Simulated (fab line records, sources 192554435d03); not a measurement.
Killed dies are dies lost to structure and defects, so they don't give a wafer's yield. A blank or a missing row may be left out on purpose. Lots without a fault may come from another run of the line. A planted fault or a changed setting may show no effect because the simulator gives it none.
Split-lot experiment | flow n5_finfet | 7 lots, 21 wafers read, on a route of 1938 steps

THE SPLIT
At N5_SD_EPI_N_EPI_21 (deposits Si:P, time 690 s), the setting epi_growth_time_s was moved away from the recipe's 690 s on 7 of the 21 wafers read, by -5.9% to +8.7%. The other wafers ran this setting at the recipe's value.

FROM THE SPLIT TO THE READING: what the file shows between them, 5 steps
- N5_SD_EPI_N_PRECLEAN_24: cleans in O3/DIW, time 60 s
- N5_SD_EPI_N_SRD_25: time 30 s
- N5_SD_EPI_N_PRECLEAN_49: cleans in NF3:NH3, afs cycles 1, time 20 s, sublimation time 60 s
- N5_SD_ACTIVATION_RTA_00: time 0 s
- N5_SD_ACTIVATION_LSA_01: time 0.0008 s

THE READING
RS_SD_N, in ohm/sq, at N5_SD_ACTIVATION_RS_MEAS_03 (measures by four-point-probe). Fault-free wafers of this fab line usually give 21.94 ohm/sq, standard deviation 0.29 ohm/sq.

wafer  | tool, chamber at the split | epi_growth_time_s as run, s | against the recipe | RS_SD_N, ohm/sq | against lot-mates on the recipe
L074.1 | epi_rpcvd-02, 0            | 690                         | recipe             | 21.91           | -
L074.3 | epi_rpcvd-02, 0            | 750.1                       | +8.7%              | 20.39           | -1.52
L074.6 | epi_rpcvd-02, 0            | 750.1                       | +8.7%              | 20.45           | -1.46
L080.1 | epi_rpcvd-02, 0            | 649.1                       | -5.9%              | 23.08           | +1.00
L080.2 | epi_rpcvd-02, 0            | 690                         | recipe             | 21.97           | -
L080.6 | epi_rpcvd-02, 0            | 690                         | recipe             | 22.19           | -
L087.2 | epi_rpcvd-01, 0            | 720.5                       | +4.4%              | 21.12           | no lot-mate on the recipe
L087.4 | epi_rpcvd-01, 0            | 720.5                       | +4.4%              | 21.38           | no lot-mate on the recipe
L087.5 | epi_rpcvd-01, 0            | 720.5                       | +4.4%              | 21.32           | no lot-mate on the recipe
L088.2 | epi_rpcvd-02, 0            | 690                         | recipe             | 22.01           | -
L088.5 | epi_rpcvd-02, 0            | 690                         | recipe             | 21.78           | -
L088.6 | epi_rpcvd-02, 0            | 690                         | recipe             | 22.05           | -
L090.1 | epi_rpcvd-04, 0            | 690                         | recipe             | 22.44           | -
L090.3 | epi_rpcvd-04, 0            | 690                         | recipe             | 22.20           | -
L090.6 | epi_rpcvd-04, 0            | 690                         | recipe             | 22.40           | -
L093.1 | epi_rpcvd-01, 0            | 690                         | recipe             | 21.44           | -
L093.4 | epi_rpcvd-01, 0            | 690                         | recipe             | 21.91           | -
L093.6 | epi_rpcvd-01, 0            | 748.7                       | +8.5%              | 20.45           | -1.23
L095.3 | epi_rpcvd-01, 0            | 690                         | recipe             | 21.84           | -
L095.4 | epi_rpcvd-01, 0            | 690                         | recipe             | 21.51           | -
L095.6 | epi_rpcvd-01, 0            | 690                         | recipe             | 21.66           | -

THE FIT
A straight line over all 21 wafers: RS_SD_N changes by -0.175 ohm/sq for each +1% of epi_growth_time_s; r = -0.93; the points scatter about the line by 0.25 ohm/sq.
The same after taking each lot's own level away (the mean of its wafers on the recipe; 18 wafers): -0.163 ohm/sq for each +1%; r = -0.98; scatter 0.14 ohm/sq.
On that fit, the largest move of epi_growth_time_s shifts the reading by 1.4 ohm/sq.
The lots' own levels span 21.670 to 22.347 ohm/sq, that is 2.3 times the standard deviation above.
So the lot-to-lot level changes the slope little: the two slopes agree.
Check: with one of the wafers moved furthest among these (+8.7%) left out of the fit, the line predicts -1.38 ohm/sq for it against its lot-mates. It came out at -1.52 ohm/sq against them.

THE WHOLE CHAIN: every reading that the file lists as answering this split, in the file's order
step                        | what it does                 | reading                                                                         | change (the file's fit)               | r (the file's)
N5_SD_EPI_N_EPI_21          | deposits Si:P, time 690 s    | Si-P_of_SD_EPI_N_EPI_21.thk_nm (the simulator's own value, which no gauge read) | +0.429 nm for each +1% of the setting | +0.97
N5_SD_EPI_N_PRECLEAN_24     | cleans in O3/DIW, time 60 s  | Si-P_of_SD_EPI_N_EPI_21.thk_nm (the simulator's own value, which no gauge read) | +0.424 nm for each +1% of the setting | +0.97
N5_SD_ACTIVATION_RS_MEAS_03 | measures by four-point-probe | RS_SD_N                                                                         | -0.16 for each +1% of the setting     | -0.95

THE FILE'S OWN FIT
RS_SD_N changes by -0.16 ohm/sq for each +1% of epi_growth_time_s, r = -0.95.
